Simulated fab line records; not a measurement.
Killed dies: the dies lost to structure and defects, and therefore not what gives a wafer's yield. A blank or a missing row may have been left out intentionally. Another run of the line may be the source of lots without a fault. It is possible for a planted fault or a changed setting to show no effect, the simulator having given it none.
fab line records	flow nand-harc
record: lots: 6	wafers: 18	last-day: 34
route steps=1302 shown A_STAIRCASE@659 END@1302
lots with no fault: from the same line, run without faults
start-h: hours from the record's opening day to when the first of the lot's shown wafers began	wait-h: hours elapsed since this lot's preceding step	" repeats the value in the row above	L1.1+2: a single row standing in for several wafers	- either no value or no given start	* or withheld: withheld	< > ~ a bound
route shown NAME@n: NAME is a module with steps in the file, n the number in the route of the first one	usual: the fault-free wafers' mean and standard deviation	same: alike in all rows	chamber/n: place in a boat	sites: the reading at each site	_std_site: standard deviation across them	_edge_site: mean of outer sites minus mean of inner sites	radius-mm: for every site, how far away it sits from the centre of the wafer	mask NAME#n: copy n	behind: the most recent tool/chamber to have shaped the wafer	hold: why the lot went on hold/how many hours it stayed there/how the hold came to an end	device: transistor that didn't switch, given as n, p or np	end of line: tests run on the same wafers once the route is complete	where a step has no rows: the recipe by itself	killed: dies that structure and defects cost at the first sort, which is not the same as the wafer's yield	map: shows each die of a wafer: x if killed, . if not, _ if none is there
set.NAME: the run value of the setting; set.NAME@STEP: its run value at that earlier step	model.NAME: the simulator's own value behind a step, which no gauge read
a table for each step, a row for each wafer; lots at some steps of the route
services: from which hour (start-h, from the record's first day; less than 0 if before it) a tool's chamber was out of use, for how many hours, and why
== steps ==
step: NHARC_A_STAIRCASE_COAT_03
recipe: spin-rpm: 1200
step: NHARC_A_STAIRCASE_SOFTBAKE_04
recipe: temp-c: 135	time-s: 170
step: NHARC_A_STAIRCASE_EBR_05
step: NHARC_A_STAIRCASE_EXPOSE_06
recipe: na: 0.5	dose-mj: 25.43	mask-id: STAIR
step: NHARC_A_STAIRCASE_PEB_07
recipe: peb-temp-c: 115	peb-time-s: 130
step: NHARC_A_STAIRCASE_DEVELOP_08
recipe: time-s: 140
step: NHARC_A_STAIRCASE_HARDBAKE_10
recipe: temp-c: 120	time-s: 140
step: NHARC_A_STAIRCASE_DESCUM_11
recipe: time-s: 3	o2-flow-sccm: 200	ar-flow-sccm: 0	bias-power-w: 0	chemistry: O2
step: NHARC_A_STAIRCASE_TRIM_12
recipe: time-s: 211.2	o2-flow-sccm: 500	ar-flow-sccm: 0	bias-w: 0	chemistry: O2
usual: drypump-motor-current-A: 5.7/0.37	oes-product-au: 0.998/0.015	rf-vpp-V: 57.8/0.83	showerhead-plenum-p-Torr: 3.56/0.18	throttle-valve-pct: 17.036/0.0093
lot.wafer	tool	chamber	start-h	wait-h	drypump-motor-current-A	oes-product-au	rf-hours-counter-h	rf-vpp-V	showerhead-plenum-p-Torr	throttle-valve-pct
L809.2	rie-diel-11	0	355.02	0.1	5.5	1.018	25	56.8	3.32	17.035
L809.3	"	2	"	"	5.7	0.992	32	57.8	3.40	17.032
L809.5	"	0	"	"	5.5	1.012	-	58.1	3.32	17.038
L815.2	rie-diel-03	3	415.95	0.3	6.3	0.991	42	58.2	3.63	17.044
L815.4	"	1	"	"	5.3	1.001	41	57.0	3.43	17.038
L815.6	"	0	"	"	5.6	1.010	-	60.3	3.75	17.046
L823.2	rie-diel-04	0	494.99	0.1	5.5	0.996	38	58.6	3.79	17.039
L823.1	"	1	"	"	6.1	0.976	43	56.6	3.75	17.024
L823.5	"	0	"	"	5.5	1.002	-	58.2	3.79	17.030
L825.4	rie-diel-04	0	508.54	0.1	5.5	1.002	42	59.1	3.78	17.050
L825.5	"	2	"	"	5.4	0.996	-	57.5	3.49	17.033
L825.6	"	3	"	"	5.2	1.026	-	57.8	3.29	17.059
L828.4	rie-diel-03	1	542.78	0.1	5.3	0.989	26	57.7	3.41	17.045
L828.3	"	2	"	"	6.1	1.013	27	59.3	3.79	17.053
L828.6	"	0	"	"	5.6	1.008	-	58.6	3.73	17.025
L832.4	rie-diel-04	1	582.85	0.1	6.1	0.973	10	58.0	3.73	17.050
L832.3	"	2	"	"	5.4	1.005	10	57.3	3.48	17.044
L832.1	"	0	"	"	5.5	0.996	10	58.6	3.77	17.053
step: NHARC_A_STAIRCASE_ETCH_13
recipe: target-depth-a: 1000	time-s: 40.5	ion-energy-ev: 400	c4f8-flow-sccm: 20	o2-flow-sccm: 10	ar-flow-sccm: withheld	rf-w: 600	bias-w: 1000	chemistry: C4F8/O2
step: NHARC_A_STAIRCASE_TRIM_14
recipe: time-s: 211.2	o2-flow-sccm: 500	ar-flow-sccm: 0	bias-w: 0	chemistry: O2
step: NHARC_A_STAIRCASE_ETCH_15
recipe: target-depth-a: 1000	time-s: 40.5	ion-energy-ev: 400	c4f8-flow-sccm: 20	o2-flow-sccm: 10	ar-flow-sccm: withheld	rf-w: 600	bias-w: 1000	chemistry: C4F8/O2
usual: oes-product-au: 0.942/0.014	rf-vpp-V: 897/6.6
lot.wafer	tool	chamber	start-h	wait-h	oes-product-au	rf-hours-counter-h	rf-vpp-V
L809.3	rie-diel-11	2	355.65	-	0.926	32	890
L809.2	"	0	"	"	0.967	25	888
L809.5	"	2	"	"	0.926	-	890
L815.2	rie-diel-03	2	416.34	-	0.948	38	886
L815.4	"	0	"	"	0.947	44	903
L815.6	"	2	"	"	0.955	-	885
L823.2	rie-diel-04	3	495.39	-	0.960	48	887
L823.1	"	0	"	"	0.930	38	906
L823.5	"	2	"	"	0.951	-	895
L825.4	rie-diel-04	2	508.90	-	0.950	47	897
L825.6	"	0	"	"	0.945	-	905
L825.5	"	1	"	"	0.949	-	904
L828.3	rie-diel-03	3	543.17	-	0.929	22	899
L828.4	"	0	"	"	0.928	20	903
L828.6	"	1	"	"	0.937	-	894
L832.4	rie-diel-04	2	583.24	-	0.956	10	893
L832.3	"	3	"	"	0.933	11	906
L832.1	"	0	"	"	0.943	10	906
step: NHARC_A_STAIRCASE_TRIM_16
recipe: time-s: 211.2	o2-flow-sccm: 500	ar-flow-sccm: 0	bias-w: 0	chemistry: O2
step: NHARC_A_STAIRCASE_ETCH_17
recipe: target-depth-a: 1000	time-s: 40.5	ion-energy-ev: 400	c4f8-flow-sccm: 20	o2-flow-sccm: 10	ar-flow-sccm: withheld	rf-w: 600	bias-w: 1000	chemistry: C4F8/O2
step: NHARC_A_STAIRCASE_TRIM_18
recipe: time-s: 211.2	o2-flow-sccm: 500	ar-flow-sccm: 0	bias-w: 0	chemistry: O2
step: NHARC_A_STAIRCASE_ETCH_19
recipe: target-depth-a: 1000	time-s: 40.5	ion-energy-ev: 400	c4f8-flow-sccm: 20	o2-flow-sccm: 10	ar-flow-sccm: withheld	rf-w: 600	bias-w: 1000	chemistry: C4F8/O2
step: NHARC_A_STAIRCASE_TRIM_20
recipe: time-s: 211.2	o2-flow-sccm: 500	ar-flow-sccm: 0	bias-w: 0	chemistry: O2
step: NHARC_A_STAIRCASE_ETCH_21
recipe: target-depth-a: 1000	time-s: 40.5	ion-energy-ev: 400	c4f8-flow-sccm: 20	o2-flow-sccm: 10	ar-flow-sccm: withheld	rf-w: 600	bias-w: 1000	chemistry: C4F8/O2
step: NHARC_A_STAIRCASE_TRIM_22
recipe: time-s: 211.2	o2-flow-sccm: 500	ar-flow-sccm: 0	bias-w: 0	chemistry: O2
step: NHARC_A_STAIRCASE_ETCH_23
recipe: target-depth-a: 1000	time-s: 40.5	ion-energy-ev: 400	c4f8-flow-sccm: 20	o2-flow-sccm: 10	ar-flow-sccm: withheld	rf-w: 600	bias-w: 1000	chemistry: C4F8/O2
usual: oes-product-au: 0.951/0.015	rf-vpp-V: 895/6.2
lot.wafer	tool	chamber	start-h	wait-h	oes-product-au	rf-hours-counter-h	rf-vpp-V
L809.3	rie-diel-04	2	-	-	0.965	52	895
L809.2	"	0	"	"	0.934	61	886
L809.5	"	2	"	"	0.960	-	895
L815.4	rie-diel-03	0	-	-	0.944	45	904
L815.2	"	1	"	"	0.945	41	892
L815.6	"	2	"	"	0.959	-	887
L823.2	rie-diel-04	3	-	-	0.989	49	888
L823.1	"	1	"	"	0.934	43	905
L823.5	"	2	"	"	0.941	-	893
L825.4	rie-diel-11	0	-	-	0.961	22	887
L825.6	"	0	"	"	0.973	-	886
L825.5	"	1	"	"	0.977	-	892
L828.3	rie-diel-03	2	-	-	0.942	27	906
L828.4	"	0	"	"	0.966	21	901
L828.6	"	2	"	"	0.959	-	905
L832.4	rie-diel-03	0	-	-	0.967	35	901
L832.3	"	1	"	"	0.960	38	892
L832.1	"	3	"	"	0.944	35	898
step: NHARC_A_STAIRCASE_TRIM_24
recipe: time-s: 211.2	o2-flow-sccm: 500	ar-flow-sccm: 0	bias-w: 0	chemistry: O2
step: NHARC_A_STAIRCASE_ETCH_25
recipe: target-depth-a: 1000	time-s: 40.5	ion-energy-ev: 400	c4f8-flow-sccm: 20	o2-flow-sccm: 10	ar-flow-sccm: withheld	rf-w: 600	bias-w: 1000	chemistry: C4F8/O2
step: NHARC_A_STAIRCASE_TRIM_26
recipe: time-s: 211.2	o2-flow-sccm: 500	ar-flow-sccm: 0	bias-w: 0	chemistry: O2
step: NHARC_A_STAIRCASE_ETCH_27
recipe: target-depth-a: 1000	time-s: 40.5	ion-energy-ev: 400	c4f8-flow-sccm: 20	o2-flow-sccm: 10	ar-flow-sccm: withheld	rf-w: 600	bias-w: 1000	chemistry: C4F8/O2
usual: oes-product-au: 0.946/0.015	rf-vpp-V: 896/6.4
lot.wafer	tool	chamber	start-h	wait-h	oes-product-au	rf-hours-counter-h	rf-vpp-V
L809.3	rie-diel-04	1	-	-	0.953	60	904
L809.2	"	0	"	"	0.935	61	887
L809.5	"	2	"	"	0.965	-	894
L815.2	rie-diel-03	0	-	-	0.935	45	906
L815.4	"	1	"	"	0.947	41	892
L815.6	"	0	"	"	0.946	-	903
L823.2	rie-diel-04	2	-	-	0.938	44	895
L823.1	"	3	"	"	0.961	49	888
L823.5	"	2	"	"	0.944	-	894
L825.4	rie-diel-11	3	-	-	0.940	21	898
L825.5	"	0	"	"	0.954	-	888
L825.6	"	1	"	"	0.970	-	892
L828.3	rie-diel-03	0	-	-	0.937	21	903
L828.4	"	2	"	"	0.959	27	906
L828.6	"	3	"	"	0.940	-	898
L832.3	rie-diel-03	2	-	-	0.952	40	907
L832.4	"	3	"	"	0.946	35	898
L832.1	"	0	"	"	0.964	35	903
step: NHARC_A_STAIRCASE_STRIP_175
recipe: power-w: 1500	temp-c: 250	chemistry: O2
usual: drypump-motor-current-A: 6.02/0.14	heater-power-w: 327/36	temp-c: 249.99/0.17
lot.wafer	tool	chamber	start-h	wait-h	drypump-motor-current-A	heater-power-w	rf-hours-counter-h	temp-c
L809.2	plasma-asher-01	1	357.52	0.1	6.13	353	1	250.05
L809.3	"	1	"	"	6.13	355	-	249.89
L809.5	"	0	"	"	6.06	344	-	249.82
L815.2	plasma-asher-01	0	418.16	0.1	6.07	342	12	249.95
L815.4	"	0	"	"	6.08	335	-	250.14
L815.6	"	0	"	"	6.09	345	-	250.09
L823.2	plasma-asher-01	1	497.08	0.1	6.10	352	28	250.09
L823.1	"	0	"	"	6.09	340	28	249.94
L823.5	"	1	"	"	6.11	351	-	249.97
L825.4	plasma-asher-02	0	510.73	0.2	5.80	272	-	249.89
L825.5	"	1	"	"	6.09	348	-	250.15
L825.6	"	0	"	"	5.81	274	-	249.72
L828.4	plasma-asher-01	0	544.99	0.2	6.08	354	-	250.09
L828.3	"	1	"	"	6.11	345	-	250.00
L828.6	"	0	"	"	6.08	352	-	250.28
L832.1	plasma-asher-02	1	584.99	0.1	6.11	362	29	250.00
L832.4	"	0	"	"	5.80	264	-	249.94
L832.3	"	1	"	"	6.08	348	-	249.97
step: NHARC_A_STAIRCASE_STRIP_148
recipe: time-s: 900	temp-c: 130	chemistry: SPM
step: NHARC_A_STAIRCASE_PRECLEAN_149
recipe: time-s: *	temp-c: 50	bath-age-min: 0	chemistry: SC1
step: NHARC_A_STAIRCASE_SRD_150
step: NHARC_A_STAIRCASE_DEHYDRATE_176
recipe: temp-c: 150	time-s: 120
step: NHARC_A_STAIRCASE_HMDS_177
recipe: time-s: 30
step: NHARC_A_STAIRCASE_COAT_178
recipe: spin-rpm: 1200
step: NHARC_A_STAIRCASE_SOFTBAKE_179
recipe: temp-c: 135	time-s: 170
step: NHARC_A_STAIRCASE_EBR_180
step: NHARC_A_STAIRCASE_EXPOSE_181
recipe: na: 0.5	dose-mj: 27.87	mask-id: STAIR_2
step: NHARC_A_STAIRCASE_PEB_182
recipe: peb-temp-c: 115	peb-time-s: 130
step: NHARC_A_STAIRCASE_DEVELOP_183
recipe: time-s: 140
step: NHARC_A_STAIRCASE_HARDBAKE_185
recipe: temp-c: 120	time-s: 140
step: NHARC_A_STAIRCASE_DESCUM_186
recipe: time-s: 3	o2-flow-sccm: 200	ar-flow-sccm: 0	bias-power-w: 0	chemistry: O2
usual: drypump-motor-current-A: 5.6/0.37	oes-product-au: 0.999/0.013	rf-vpp-V: 57.8/0.83	showerhead-plenum-p-Torr: 1.90/0.1	throttle-valve-pct: 11.312/0.008
lot.wafer	tool	chamber	start-h	wait-h	drypump-motor-current-A	oes-product-au	rf-hours-counter-h	rf-vpp-V	showerhead-plenum-p-Torr	throttle-valve-pct
L809.2	rie-diel-03	3	359.05	-	6.3	1.002	23	58.5	1.98	11.307
L809.3	"	1	"	"	5.3	1.004	20	58.7	1.86	11.300
L809.5	"	0	"	"	5.7	0.999	-	58.2	2.05	11.300
L815.4	rie-diel-11	2	419.63	-	5.7	0.992	51	56.6	1.83	11.326
L815.2	"	3	"	"	5.2	0.972	48	57.1	1.96	11.321
L815.6	"	1	"	"	6.2	1.016	-	57.2	1.85	11.309
L823.1	rie-diel-11	3	498.61	-	5.2	1.010	16	56.8	1.95	11.319
L823.2	"	0	"	"	5.5	0.995	15	58.2	1.78	11.322
L823.5	"	2	"	"	5.7	0.998	-	58.0	1.83	11.323
L825.4	rie-diel-11	3	512.11	-	5.1	1.011	21	58.4	1.95	11.314
L825.6	"	2	"	"	5.7	1.004	-	55.7	1.82	11.318
L825.5	"	3	"	"	5.2	1.008	-	59.2	1.95	11.328
L828.3	rie-diel-03	1	546.47	-	5.3	0.996	27	56.1	1.84	11.306
L828.4	"	0	"	"	5.6	1.000	-	57.8	2.03	11.324
L828.6	"	1	"	"	5.3	0.992	-	57.7	1.84	11.312
L832.3	rie-diel-11	1	586.44	-	6.2	1.009	49	56.9	1.84	11.316
L832.1	"	2	"	"	5.7	0.985	52	59.1	1.82	11.304
L832.4	"	0	"	"	5.5	0.994	43	58.6	1.77	11.322
step: NHARC_END_SORT_01
recipe: temp-c: 25
usual: killed-at-array: 55/19	killed-at-other: 0.9/1.4	killed-at-periphery: 3.8/2.9	killed-dies: 60/19	killed-open: 3.3/1.8	killed-short: 2.6/1.6
same: gross-dies: 677
lot.wafer	tool	chamber	start-h	wait-h	killed-at-array	killed-at-other	killed-at-periphery	killed-dies	killed-open	killed-short
L823.1	prober-01	0	716.13	2.5	170	3	5	178	7	2
L823.2	prober-01	0	716.93	2.8	153	2	3	158	4	1
L823.5	prober-01	0	719.35	3.7	153	0	9	162	7	1
L825.4	prober-02	0	718.47	3.4	166	0	1	167	3	4
L825.5	prober-02	0	719.26	3.6	192	0	4	196	5	3
L825.6	prober-02	0	720.05	3.9	183	0	0	183	4	2
killed by level:class
L823.1 A_STAIRCASE:unspecified=105 A_CHANNEL_HOLE_D1:chamber-film-flake=30 A_CHANNEL_HOLE_D2:chamber-film-flake=15 A_CONTACT:chamber-film-flake=7 THIN_TSV:chamber-film-flake=3 A_SLIT:chamber-film-flake=3 A_SOURCE_PLATE:geometric-particle:short=2 A_STAIRCASE:chamber-film-flake=2
L823.2 A_STAIRCASE:unspecified=87 A_CHANNEL_HOLE_D1:chamber-film-flake=32 A_CHANNEL_HOLE_D2:chamber-film-flake=21 A_SLIT:chamber-film-flake=5 A_CONTACT:chamber-film-flake=3 P_M1:geometric-particle:open=2 A_ZERO_WELL:chamber-film-flake=2 THIN_TSV:chamber-film-flake=2
L825.4 A_STAIRCASE:unspecified=100 A_CHANNEL_HOLE_D1:chamber-film-flake=21 A_SLIT:chamber-film-flake=20 A_CHANNEL_HOLE_D2:chamber-film-flake=15 A_WL_FILL:geometric-particle:short=2 A_SOURCE_PLATE:geometric-particle:open=1 A_CHANNEL_HOLE_D1:geometric-particle:short=1 A_CHANNEL_FILL_D1:geometric-particle:open=1
L825.5 A_STAIRCASE:unspecified=105 A_CHANNEL_HOLE_D1:chamber-film-flake=31 A_CHANNEL_HOLE_D2:chamber-film-flake=20 A_SLIT:chamber-film-flake=19 A_STAIRCASE:chamber-film-flake=5 A_CONTACT:chamber-film-flake=4 P_M0:geometric-particle:open=2 A_WL_FILL:geometric-particle:short=2
L823.5 A_STAIRCASE:unspecified=98 A_CHANNEL_HOLE_D1:chamber-film-flake=20 A_CHANNEL_HOLE_D2:chamber-film-flake=14 A_CONTACT:chamber-film-flake=11 P_M0:geometric-particle:open=4 A_STAIRCASE:chamber-film-flake=3 P_STI:chamber-film-flake=2 P_GATE:chamber-film-flake=2
L825.6 A_STAIRCASE:unspecified=103 A_SLIT:chamber-film-flake=32 A_CHANNEL_HOLE_D1:chamber-film-flake=27 A_CHANNEL_HOLE_D2:chamber-film-flake=10 A_CONTACT:chamber-film-flake=3 A_DECK1_JOINT:geometric-particle:open=1 A_STAIRCASE:geometric-particle:open=1 A_SGD_CUT:geometric-particle:open=1
map L823.1 (x killed, . not)
____________.____________
_________......._________
_______..........._______
______.............______
_____..............._____
____.......x.........____
____.x...............____
___.........x.x.......___
___.........x.xx..xx..___
__.........xxxxxxx.....__
__........xxxxxxxx.....__
_.........xxxxxxxxx....._
_.......x.xxxxxxxx..x..._
_..x....xxxxxxxxxxx....._
_.xx......xxxxxxxxx....._
_........xxxxxxxxx..xx.._
..........xxxxxxxxx..xx..
...........xxxxxxxx......
..........xxxxxxx........
........xx..xxxxxx.......
............xxxx.x.......
_............xx........._
_..........x............_
_.x.xx.xx..............._
_xx.xx.x.xx............._
_xxx.xxxxxxx.x........x._
__xxx.x.xx.............__
__xxxxxxx.x............__
___...xxxx............___
___x..xxxx.x..........___
____.xx..xx.x........____
____x....xx..........____
_____..............._____
______....x........______
_______..........x_______
_________x......_________
____________.____________
map L825.5 (x killed, . not)
____________x____________
_________.xxxxx._________
_______...xxxxxx.._______
______..xxxxxxx....______
_____...xxxxxxxxx..._____
____....xxxxxxxxxx...____
____.x..xxxxxxxxxx...____
___.....xxxxxxxxx.....___
___.....xxxxxxxxxx....___
__...x.xxxxxxxxx.......__
__.......xxxxxxxx......__
_.........xxxxxxx.....x._
_.........xxxxxxx......._
_.......xxxx.x.x.......x_
_.x.......x.x.x....x.x.x_
_..........x......xxx.x._
...................xxx.xx
....................xxxx.
..........x.........xxx..
.......x.x...............
...........x...........x.
_x..x..................._
_......................._
_........x.............._
_xx..x.xxx...x.........._
_x.x.xxxxxx....x........_
__xxxx.xxx.............__
__xxx.xxxxx............__
___xxxxx.x............___
___xxx.xxx.x..x.......___
____..x.x.x.x........____
____xx.x.....x.......____
_____..............._____
______.....x.......______
_______.x........._______
_________...x..._________
____________.____________
== services ==
tool	chamber	start-h	hours	kind
rie-diel-11	0	331.39	6.8	repair
rie-diel-03	-	332.17	0.9	repair
rie-diel-03	0	339.93	-	clean
rie-diel-03	1	339.93	-	clean
rie-diel-03	2	339.93	-	clean
rie-diel-03	3	339.93	-	clean
plasma-asher-01	-	342.00	9.0	pm
rie-diel-04	2	351.08	3.3	repair
rie-diel-04	-	358.76	9.0	pm
rie-diel-03	0	364.44	-	clean
rie-diel-03	1	364.44	-	clean
rie-diel-03	2	364.44	-	clean
plasma-asher-02	-	366.67	0.7	repair
rie-diel-03	-	368.51	0.6	repair
rie-diel-04	0	393.17	26.6	repair
plasma-asher-01	-	432.26	1.8	repair
rie-diel-11	-	434.79	9.0	pm
plasma-asher-02	-	447.84	9.0	pm
rie-diel-03	-	458.59	9.0	pm
plasma-asher-02	-	513.49	2.5	repair
rie-diel-03	2	517.55	7.5	repair
plasma-asher-01	-	519.00	9.0	pm
rie-diel-04	-	535.82	9.0	pm
rie-diel-03	3	546.16	10.6	repair
== key ==
first-sign: step: NHARC_END_SORT_01	reading: killed-dies	direction: up	sigmas: 6	usual: 60	struck: 174
effect: step: NHARC_END_SORT_01	reading: killed-at-array	direction: up	sigmas: 6	usual: 55	struck: 170
more-kills-born-at: NHARC_A_STAIRCASE_ETCH_15@rie-diel-04: 596
met-at NHARC_A_STAIRCASE_ETCH_15
struck-wafers L823.1,L823.2,L823.5,L825.4,L825.5,L825.6
tester-left-out L823,L825
fault: kind: chamber-particle-source	tool: rie-diel-04	chamber: -	onset-h: 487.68	steps: NHARC_A_STAIRCASE_ETCH_15	rate-per-visit-cm2: 1.833	end-h: 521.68
tester-left-out: of these lots the tester's yield and bins aren't shown, on N5 and GAA mostly nor the transistor test; their killed dies are dies lost to structure and defects alone, not to doping, threshold or leakage, so they don't give the yield
